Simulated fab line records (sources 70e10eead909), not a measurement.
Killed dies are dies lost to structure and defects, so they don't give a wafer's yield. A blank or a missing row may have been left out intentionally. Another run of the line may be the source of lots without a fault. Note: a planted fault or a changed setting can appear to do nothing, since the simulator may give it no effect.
Which tool was responsible? | flow nand_harc | 14 lots with 42 wafers sampled at 4 steps, on a route of 1302 steps

== WHAT EACH GAUGE READ, for each wafer ==
Not one reading of a measure or inspect step in the record can be checked against a usual standard deviation.

== WHICH TOOL RAN EACH LOT (tool, then ch and the chambers of the sampled wafers, then the start) ==
lot  | NHARC_P_M0_PRE_CLEAN_29                 | NHARC_P_M0_PVD_20                       | NHARC_P_M0_PRE_CLEAN_31         | NHARC_P_M1_EXPOSE_06
L414 | pvd_sputter-02, day 6 14:42 or earlier  | pvd_sputter-02, day 6 14:42 or earlier  | pecvd-02 ch 0,2, day 6 14:42    | arfi_scanner-02 ch 0, day 6 15:50
L415 | pvd_sputter-01, day 7 05:36 or earlier  | pvd_sputter-01, day 7 05:36 or earlier  | pecvd-01 ch 1,2, day 7 05:36    | arfi_scanner-03 ch 0, day 7 06:55
L416 | pvd_sputter-03, day 7 06:42 or earlier  | pvd_sputter-03, day 7 06:42 or earlier  | pecvd-04 ch 0,1, day 7 06:42    | arfi_scanner-03 ch 0, day 7 07:56
L417 | pvd_sputter-03, day 7 23:18 or earlier  | pvd_sputter-03, day 7 23:18 or earlier  | pecvd-02 ch 0,1, day 7 23:18    | arfi_scanner-01, day 8 00:26
L418 | pvd_sputter-01, day 8 13:04 or earlier  | pvd_sputter-01, day 8 13:04 or earlier  | pecvd-02 ch 1,2, day 8 13:04    | arfi_scanner-02, day 8 14:15
L421 | pvd_sputter-02, day 9 16:36 or earlier  | pvd_sputter-02, day 9 16:36 or earlier  | pecvd-04 ch 0,2, day 9 16:36    | arfi_scanner-01 ch 0, day 9 17:38
L428 | pvd_sputter-03, day 12 04:43 or earlier | pvd_sputter-03, day 12 04:43 or earlier | pecvd-04 ch 0,1,2, day 12 04:43 | arfi_scanner-02 ch 0, day 12 05:53
L429 | pvd_sputter-03, day 12 22:43 or earlier | pvd_sputter-03, day 12 22:43 or earlier | pecvd-02 ch 1,2, day 12 22:43   | arfi_scanner-02 ch 0, day 12 23:47
L430 | pvd_sputter-02, day 13 07:20 or earlier | pvd_sputter-02, day 13 07:20 or earlier | pecvd-01 ch 0,1,2, day 13 07:20 | arfi_scanner-02 ch 0, day 13 08:25
L432 | pvd_sputter-03, day 13 23:54 or earlier | pvd_sputter-03, day 13 23:54 or earlier | pecvd-02 ch 0,1,2, day 13 23:54 | arfi_scanner-03 ch 0, day 14 00:58
L433 | pvd_sputter-01, day 14 13:40 or earlier | pvd_sputter-01, day 14 13:40 or earlier | pecvd-01 ch 0,1,2, day 14 13:40 | arfi_scanner-01 ch 0, day 14 14:50
L434 | pvd_sputter-03, day 15 06:38 or earlier | pvd_sputter-03, day 15 06:38 or earlier | pecvd-02 ch 0,1,2, day 15 06:38 | arfi_scanner-01 ch 0, day 15 07:43
L435 | pvd_sputter-01, day 15 09:19 or earlier | pvd_sputter-01, day 15 09:19 or earlier | pecvd-02 ch 0,2, day 15 09:19   | arfi_scanner-02 ch 0, day 15 10:28
L436 | pvd_sputter-03, day 16 00:11 or earlier | pvd_sputter-03, day 16 00:11 or earlier | pecvd-04 ch 0,2, day 16 00:11   | arfi_scanner-01 ch 0, day 16 01:22
- NHARC_P_M0_PRE_CLEAN_29: time 30 s.
- NHARC_P_M0_PVD_20: deposits TaN, target thk 5 nm, time 8.06 s.
- NHARC_P_M0_PRE_CLEAN_31: time 12 s.
- NHARC_P_M1_EXPOSE_06: exposes mask P M1, target cd 130 nm.

== AS READ BY THE TOOLS THEMSELVES (means over the sampled wafers that have a number; for cases with no such wafer, the mark the record gives instead) ==
NHARC_P_M0_PRE_CLEAN_29. Usual: heater_power_w reads 387 W (standard deviation 41).
lot  | tool           | heater_power_w (W) | flag
L414 | pvd_sputter-02 | 440                |
L415 | pvd_sputter-01 | 391                |
L416 | pvd_sputter-03 | 384                |
L417 | pvd_sputter-03 | 370                |
L418 | pvd_sputter-01 | 405                |
L421 | pvd_sputter-02 | 445                |
L428 | pvd_sputter-03 | 382                |
L429 | pvd_sputter-03 | 380                |
L430 | pvd_sputter-02 | 429                |
L432 | pvd_sputter-03 | 359                |
L433 | pvd_sputter-01 | 368                |
L434 | pvd_sputter-03 | 340                |
L435 | pvd_sputter-01 | 403                |
L436 | pvd_sputter-03 | 371                |

NHARC_P_M0_PVD_20. Usual: bias_v 168.6 V, standard deviation 1.8; throttle_valve_pct 29.6 %, standard deviation 1.1.
lot  | tool           | bias_v (V) | throttle_valve_pct (%) | flag
L414 | pvd_sputter-02 | 168.9      | 30.6                   |
L415 | pvd_sputter-01 | 169.6      | 30.4                   |
L416 | pvd_sputter-03 | 169.1      | 29.4                   |
L417 | pvd_sputter-03 | 168.5      | 29.4                   |
L418 | pvd_sputter-01 | 167.4      | 29.6                   |
L421 | pvd_sputter-02 | 168.9      | 30.7                   |
L428 | pvd_sputter-03 | 170.6      | 28.1                   |
L429 | pvd_sputter-03 | 168.6      | 30.0                   |
L430 | pvd_sputter-02 | 166.9      | 30.6                   |
L432 | pvd_sputter-03 | 170.1      | 29.7                   |
L433 | pvd_sputter-01 | 169.7      | 29.5                   |
L434 | pvd_sputter-03 | 166.1      | 28.4                   |
L435 | pvd_sputter-01 | 168.9      | 30.0                   |
L436 | pvd_sputter-03 | 166.1      | 29.8                   |

NHARC_P_M0_PRE_CLEAN_31. Usual: heater_power_w reads 612 W (standard deviation 79).
lot  | tool     | heater_power_w (W) | flag
L414 | pecvd-02 | 623                |
L415 | pecvd-01 | 631                |
L416 | pecvd-04 | 590                |
L417 | pecvd-02 | 690                |
L418 | pecvd-02 | 616                |
L421 | pecvd-04 | 571                |
L428 | pecvd-04 | 567                |
L429 | pecvd-02 | 662                |
L430 | pecvd-01 | 599                |
L432 | pecvd-02 | 668                |
L433 | pecvd-01 | 616                |
L434 | pecvd-02 | 657                |
L435 | pecvd-02 | 661                |
L436 | pecvd-04 | 522                |

NHARC_P_M1_EXPOSE_06. Usual: exposure_dose_mJ_cm2 81.78, standard deviation 0.082; focus_offset_nm -0.1 nm, standard deviation 0.55.
lot  | tool            | exposure_dose_mJ_cm2 | focus_offset_nm (nm) | flag
L414 | arfi_scanner-02 | 81.79                | -1.0                 |
L415 | arfi_scanner-03 | 81.78                | 0.4                  |
L416 | arfi_scanner-03 | 81.70                | 0.0                  |
L417 | arfi_scanner-01 | -                    | -                    | OFF
L418 | arfi_scanner-02 | -                    | -                    | OFF
L421 | arfi_scanner-01 | 81.84                | -0.2                 |
L428 | arfi_scanner-02 | 81.78                | -0.0                 |
L429 | arfi_scanner-02 | 81.73                | -0.4                 |
L430 | arfi_scanner-02 | 81.85                | -0.1                 |
L432 | arfi_scanner-03 | 81.71                | -0.5                 |
L433 | arfi_scanner-01 | 81.87                | 0.4                  |
L434 | arfi_scanner-01 | 81.87                | -0.4                 |
L435 | arfi_scanner-02 | 81.79                | 0.2                  |
L436 | arfi_scanner-01 | 81.71                | -0.3                 |

== THE ANSWER, worked out from the rows above alone ==
Rule: a lot is off if the mean of its wafers that have a number lies more than 3 standard deviations from the usual mean. A lot without any number at a reading at which 4 lots or more have one is off too. The other lots that the step has rows for count as sound. Order of review: gauges by route order, followed by the tools' own readings, for which a lot's mean as printed above is used. At the first step where some lot is off, the reading lying furthest off is the one used; lots without a number count as furthest.
Off at NHARC_P_M1_EXPOSE_06 (exposure_dose_mJ_cm2): L417, L418. Without a number there: L417, L418.
A tool fits if, at that step or a process step before it, it ran every lot that is off, and no sound lot after the first of them. With no start given for some of its lots, NHARC_P_M0_PRE_CLEAN_29 uses the hours and lot order of NHARC_P_M0_PRE_CLEAN_31. With no start given for some of its lots, NHARC_P_M0_PVD_20 uses the hours and lot order of NHARC_P_M0_PRE_CLEAN_31. Not one of the candidates tried fits.

== WHAT THE SIMULATOR HAD PUT IN ==
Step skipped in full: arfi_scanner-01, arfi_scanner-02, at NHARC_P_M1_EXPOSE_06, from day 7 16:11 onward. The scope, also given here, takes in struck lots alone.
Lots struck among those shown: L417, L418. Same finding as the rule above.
